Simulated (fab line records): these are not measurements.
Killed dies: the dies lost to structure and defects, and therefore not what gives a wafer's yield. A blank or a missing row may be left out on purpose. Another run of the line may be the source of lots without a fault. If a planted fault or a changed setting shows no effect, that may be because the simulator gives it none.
Matching of chambers    flow n5-finfet    pecvd-04 running N5_BEOL_M0_SAQP_PECVD_00: 3 sister chambers
The step deposits SiCN from 3MS/NH3, target thk 8 nm, time 14 s. 16 wafers are shown with their chamber, then 8 later ones without.

== EACH WAFER AND ITS CHAMBER ==
wafer   chamber  throttle-valve-pct (%)  showerhead-plenum-p-Torr (Torr)  showerhead-vpp-V (V)
L074.2  2        8.7                     3.671                            867
L074.3  0        10.2                    3.642                            893
L074.6  1        9.2                     3.682                            880
L076.2  2        8.7                     3.669                            884
L076.5  0        10.1                    3.634                            897
L076.6  2        9.0                     3.675                            855
L080.3  1        9.5                     3.677                            882
L080.4  2        8.8                     3.678                            864
L080.5  1        9.6                     3.684                            889
L081.2  1        9.6                     3.684                            876
L081.4  1        9.3                     3.684                            884
L081.5  0        10.1                    3.654                            911
L085.3  2        9.0                     3.664                            867
L085.4  0        9.9                     3.639                            888
L085.5  1        9.5                     3.680                            895
L089.1  2        8.8                     3.679                            869

SIGNATURES (means of the wafers above)
reading                   chamber 0  chamber 1  chamber 2  scatter within a chamber
throttle-valve-pct        10.075     9.450      8.833      0.146
showerhead-plenum-p-Torr  3.64225    3.68183    3.67267    0.0057
showerhead-vpp-V          897.25     884.33     867.67     8.62
Rule: distance of a wafer from a chamber = root of the sum over the readings of ((wafer's reading minus chamber's mean) / reading's scatter) squared. The wafer belongs to the nearest chamber; if the next one is less than 2 further off, it can't be placed. The scatter: the root of (the sum of the squares of (reading less its chamber's mean) over the shown wafers, divided by (wafers less chambers)).

== WAFERS MISSING THEIR CHAMBER ==
wafer   throttle-valve-pct (%)  showerhead-plenum-p-Torr (Torr)  showerhead-vpp-V (V)
L089.2  9.5                     3.676                            900
L089.3  10.3                    3.642                            897
L088.1  8.8                     3.675                            870
L088.4  10.0                    3.646                            878
L088.6  9.7                     3.685                            908
L093.1  8.8                     3.671                            869
L093.5  10.1                    3.639                            894
L093.6  8.7                     3.678                            864

== THE CHAMBER EACH PASSED THROUGH ==
wafer   from the rows above  in truth
L089.2  1                    1
L089.3  0                    0
L088.1  2                    2
L088.4  0                    0
L088.6  1                    1
L093.1  2                    2
L093.5  0                    0
L093.6  2                    2
Placed correctly: 8 of 8. Can't be placed from these rows: 0. 0 placed wrongly.
